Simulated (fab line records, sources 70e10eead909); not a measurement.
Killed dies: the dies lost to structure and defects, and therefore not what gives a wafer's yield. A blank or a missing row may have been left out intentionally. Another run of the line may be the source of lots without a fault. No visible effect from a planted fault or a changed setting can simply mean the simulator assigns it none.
fab line records ; flow nand-harc ; part 2 of 2: steps 24 to 37 of 37
record: lots: 5; wafers: 15; last-day: 25
route steps=1159 shown P_M2@330 P_BONDPAD@351
lots untouched by any fault: they come from a run of this same line in which no faults occurred
start-h: hours from the record's opening day to when the first of the lot's shown wafers began ; wait-h: time in hours since the lot's previous step ; " same as the row above ; L1.1+2: several wafers, shown together as one row ; - no value, or no start given ; * or withheld: withheld ; < > ~ a bound
route shown NAME@n: names a module that has steps shown in the file, with the first one's number in the route ; usual: average and standard deviation across the fault-free wafers ; same: alike in all rows ; chamber/n: place in a boat ; sites: readings site by site ; _std_site: how widely they spread, as a standard deviation ; _edge_site: the outer-site mean with the inner-site mean subtracted ; radius-mm: how far each site lies from the wafer's centre ; mask NAME#n: copy n ; behind: the tool/chamber that last shaped the wafer ; hold: the reason the lot was held/the length of the hold in hours/how it ended ; device: the transistor (n, p or np) that didn't switch ; end of line: the route-end tests of the same wafers ; a step without rows: its recipe alone ; killed: not the wafer's yield, but the dies lost to structure and defects at the first sort ; map: shows each die of a wafer: x if killed, . if not, _ if none is there
set.NAME: the setting as run; set.NAME@STEP: as run at that earlier step ; model.NAME: the simulator's own value behind a step, which no gauge read
lots at some steps of the route; a table a step, a row a wafer
services: from which hour (start-h, from the record's first day; less than 0 if before it) a tool's chamber was out of use, for how many hours, and why
== steps ==
step: NHARC_P_BONDPAD_SRD_34
lot.wafer;tool;chamber;start-h;wait-h
L080.3+5+1;wet-bench-10;0,1,3;165.33;0.0
L087.3+5+4;wet-bench-10;3,4,5;201.92;0.1
L091.5+6+2;wet-bench-10;6,0,1;233.33;0.1
L092.3+4+2;wet-bench-10;1,4,5;236.24;0.0
L095.4+3+5;wet-bench-08;2,3,5;248.72;0.0
step: NHARC_P_BONDPAD_DEHYDRATE_01
recipe: temp-c: 150; time-s: 120
lot.wafer;tool;chamber;start-h;wait-h
L080.1+3+5;litho-track-07;0;165.41;0.1
L087.3+4+5;litho-track-07;0;201.99;0.1
L091.2+5+6;litho-track-02;0;233.41;0.1
L092.2+3+4;litho-track-03;0;236.32;0.1
L095.3+4+5;litho-track-02;0;248.80;0.1
step: NHARC_P_BONDPAD_HMDS_02
recipe: time-s: 30
lot.wafer;tool;chamber;start-h;wait-h
L080.1+3+5;litho-track-07;0;-;-
L087.3+4+5;litho-track-07;0;-;-
L091.2+5+6;litho-track-02;0;-;-
L092.2+3+4;litho-track-03;0;-;-
L095.3+4+5;litho-track-02;0;-;-
step: NHARC_P_BONDPAD_COAT_36
recipe: temp-c: 200; time-s: 65
lot.wafer;tool;chamber;start-h;wait-h
L080.1+3+5;litho-track-07;0;-;-
L087.3+4+5;litho-track-07;0;-;-
L091.2+5+6;litho-track-02;0;-;-
L092.2+3+4;litho-track-03;0;-;-
L095.3+4+5;litho-track-02;0;-;-
step: NHARC_P_BONDPAD_COAT_03
recipe: spin-rpm: 2000; resist-thk-nm: 600
lot.wafer;tool;chamber;start-h;wait-h
L080.1+3+5;litho-track-07;0;-;-
L087.3+4+5;litho-track-07;0;-;-
L091.2+5+6;litho-track-02;0;-;-
L092.2+3+4;litho-track-03;0;-;-
L095.3+4+5;litho-track-02;0;-;-
step: NHARC_P_BONDPAD_SOFTBAKE_04
recipe: temp-c: 125; time-s: 70
lot.wafer;tool;chamber;start-h;wait-h
L080.1+3+5;litho-track-07;0;-;-
L087.3+4+5;litho-track-07;0;-;-
L091.2+5+6;litho-track-02;0;-;-
L092.2+3+4;litho-track-03;0;-;-
L095.3+4+5;litho-track-02;0;-;-
step: NHARC_P_BONDPAD_EBR_05
lot.wafer;tool;chamber;start-h;wait-h
L080.1+3+5;litho-track-07;0;-;-
L087.3+4+5;litho-track-07;0;-;-
L091.2+5+6;litho-track-02;0;-;-
L092.2+3+4;litho-track-03;0;-;-
L095.3+4+5;litho-track-02;0;-;-
step: NHARC_P_BONDPAD_EXPOSE_06
recipe: na: 0.55; dose-mj: 37.06; mask-id: P_BPAD
usual: focus-offset-nm: 0.2/0.55
lot.wafer;tool;chamber;start-h;wait-h;mask;focus-offset-nm
L080.1;krf-scanner-02;0;165.58;-;P_BPAD#0;-0.5
L080.3;krf-scanner-02;0;165.58;-;P_BPAD#0;0.1
L080.5;krf-scanner-02;0;165.58;-;P_BPAD#0;1.4
L087.3;krf-scanner-04;0;202.29;-;P_BPAD#0;-0.7
L087.4;krf-scanner-04;0;202.29;-;P_BPAD#0;0.3
L087.5;krf-scanner-04;0;202.29;-;P_BPAD#0;-0.3
L091.2;krf-scanner-04;0;233.70;-;P_BPAD#0;-0.2
L091.5;krf-scanner-04;0;233.70;-;P_BPAD#0;-0.4
L091.6;krf-scanner-04;0;233.70;-;P_BPAD#0;-0.1
L092.2;krf-scanner-02;0;236.62;-;P_BPAD#0;0.2
L092.3;krf-scanner-02;0;236.62;-;P_BPAD#0;0.1
L092.4;krf-scanner-02;0;236.62;-;P_BPAD#0;0.0
L095.3;krf-scanner-02;0;249.10;-;P_BPAD#0;0.6
L095.4;krf-scanner-02;0;249.10;-;P_BPAD#0;0.2
L095.5;krf-scanner-02;0;249.10;-;P_BPAD#0;0.6
step: NHARC_P_BONDPAD_PEB_07
recipe: peb-temp-c: 128; peb-time-s: 80
same: peb-time-s: 80
lot.wafer;tool;chamber;start-h;wait-h
L080.1+3+5;litho-track-07;0;165.65;0.1
L087.3+4+5;litho-track-07;0;202.35;0.1
L091.2+5+6;litho-track-07;0;233.76;0.1
L092.2+3+4;litho-track-07;0;236.68;0.1
L095.3+4+5;litho-track-07;0;249.15;0.1
step: NHARC_P_BONDPAD_DEVELOP_08
recipe: time-s: 50; dev-temp-c: 22
lot.wafer;tool;chamber;start-h;wait-h
L080.1+3+5;litho-track-07;0;-;-
L087.3+4+5;litho-track-07;0;-;-
L091.2+5+6;litho-track-07;0;-;-
L092.2+3+4;litho-track-07;0;-;-
L095.3+4+5;litho-track-07;0;-;-
step: NHARC_P_BONDPAD_CD_MEAS_09
recipe: target-cd-nm: 500; landing-energy-ev: 500
usual: cd-nm: 498.2/1.9
lot.wafer;tool;chamber;start-h;wait-h;cd-nm
L080.1;cd-sem-02;0;165.75;-;497.9
L080.3;cd-sem-02;0;165.75;-;499.3
L080.5;cd-sem-02;0;165.75;-;496.5
L087.3;cd-sem-03;0;202.44;-;494.5
L087.4;cd-sem-03;0;202.44;-;498.2
L087.5;cd-sem-03;0;202.44;-;498.3
L091.2;cd-sem-02;0;233.85;-;496.7
L091.5;cd-sem-02;0;233.85;-;496.2
L091.6;cd-sem-02;0;233.85;-;497.2
L092.2;cd-sem-01;0;236.76;-;495.9
L092.3;cd-sem-01;0;236.76;-;496.6
L092.4;cd-sem-01;0;236.76;-;498.2
L095.3;cd-sem-02;0;249.24;-;498.7
L095.4;cd-sem-02;0;249.24;-;497.4
L095.5;cd-sem-02;0;249.24;-;499.4
step: NHARC_P_BONDPAD_OVL_MEAS_38
usual: overlay-x-nm: 1/4.4; overlay-y-nm: 0/6
lot.wafer;tool;chamber;start-h;wait-h;overlay-x-nm;overlay-y-nm
L080.1;overlay-02;-;165.83;-;0;-1
L080.3;overlay-02;-;165.83;-;0;-1
L080.5;overlay-02;-;165.83;-;1;-1
L087.3;overlay-01;-;202.52;-;3;5
L087.4;overlay-01;-;202.52;-;4;5
L087.5;overlay-01;-;202.52;-;4;5
L091.2;overlay-01;-;233.94;-;-1;0
L091.5;overlay-01;-;233.94;-;-1;-1
L091.6;overlay-01;-;233.94;-;-1;-1
L092.2;overlay-02;-;236.85;-;-2;-4
L092.3;overlay-02;-;236.85;-;-3;-4
L092.4;overlay-02;-;236.85;-;-2;-4
L095.3;overlay-02;-;249.33;-;5;-1
L095.4;overlay-02;-;249.33;-;5;-1
L095.5;overlay-02;-;249.33;-;5;-1
step: NHARC_P_BONDPAD_HARDBAKE_10
recipe: temp-c: 118; time-s: 65
lot.wafer;tool;chamber;start-h;wait-h
L080.1+3+5;litho-track-03;0;165.89;0.1
L087.3+4+5;litho-track-07;0;202.57;0.1
L091.2+5+6;litho-track-03;0;233.98;0.0
L092.2+3+4;litho-track-03;0;236.90;0.0
L095.3+4+5;litho-track-02;0;249.38;0.0
step: NHARC_P_BONDPAD_DESCUM_11
recipe: time-s: 3; o2-flow-sccm: 200; ar-flow-sccm: 0; bias-power-w: 0; chemistry: O2
usual: drypump-motor-current-A: 5.9/0.4; oes-product-au: 0.996/0.0078; rf-vpp-V: 57.6/0.85; showerhead-plenum-p-Torr: 1.89/0.093; throttle-valve-pct: 11.311/0.0095
lot.wafer;tool;chamber;start-h;wait-h;drypump-motor-current-A;oes-product-au;rf-hours-counter-h;rf-vpp-V;showerhead-plenum-p-Torr;throttle-valve-pct
L080.3;rie-diel-08;1;165.96;-;5.9;0.991;4;58.3;1.96;11.320
L080.1;rie-diel-08;0;165.96;-;5.4;0.999;4;59.4;2.06;11.300
L080.5;rie-diel-08;2;165.96;-;6.0;0.985;-;56.0;1.79;11.309
L087.4;rie-diel-08;2;202.64;-;5.9;0.992;7;58.5;1.79;11.315
L087.3;rie-diel-08;1;202.64;-;5.9;0.999;6;58.3;1.96;11.313
L087.5;rie-diel-08;3;202.64;-;6.5;0.995;-;56.4;1.87;11.306
L091.2;rie-diel-08;3;234.07;-;6.5;0.988;10;57.8;1.87;11.313
L091.5;rie-diel-08;2;234.07;-;5.9;0.989;-;57.9;1.79;11.305
L091.6;rie-diel-08;3;234.07;-;6.5;0.988;-;58.1;1.87;11.312
L092.4;rie-diel-08;1;236.97;-;5.9;0.996;11;57.0;1.96;11.287
L092.2;rie-diel-08;2;236.97;-;5.9;0.990;11;57.7;1.79;11.316
L092.3;rie-diel-08;0;236.97;-;5.4;0.998;10;60.1;2.05;11.294
L095.4;rie-diel-01;0;249.46;-;5.7;0.993;40;57.2;1.88;11.306
L095.3;rie-diel-01;1;249.46;-;5.6;0.992;42;57.4;1.80;11.316
L095.5;rie-diel-01;0;249.46;-;5.7;0.990;-;59.1;1.88;11.312
== services ==
tool;chamber;start-h;hours;kind
rie-diel-03;1;137.31;9.3;repair
cmp-03;-;137.70;0.5;repair
pvd-sputter-03;-;140.79;10.0;pm
pvd-sputter-02;-;142.52;9.4;repair
rie-diel-03;3;142.81;4.2;repair
cmp-03;-;156.00;4.0;pm
cmp-03;-;164.23;0.9;repair
litho-track-02;-;165.00;7.0;pm
cmp-01;-;179.74;4.0;pm
ecd-cu-02;-;180.45;8.0;pm
pecvd-04;2;182.93;9.7;repair
litho-track-07;-;189.00;7.0;pm
rie-diel-06;3;190.61;4.7;repair
pecvd-04;-;195.00;13.0;pm
rie-diel-06;1;199.82;13.2;repair
rie-diel-04;-;212.19;0.4;repair
litho-track-03;-;213.00;7.0;pm
pvd-sputter-02;-;214.00;10.0;pm
rie-diel-03;-;215.30;9.0;pm
wet-bench-08;-;230.40;8.0;pm
wet-bench-10;-;238.67;1.7;repair
rie-diel-06;-;241.27;9.0;pm
rie-diel-03;-;245.91;50.1;repair
wet-bench-10;-;247.20;8.0;pm
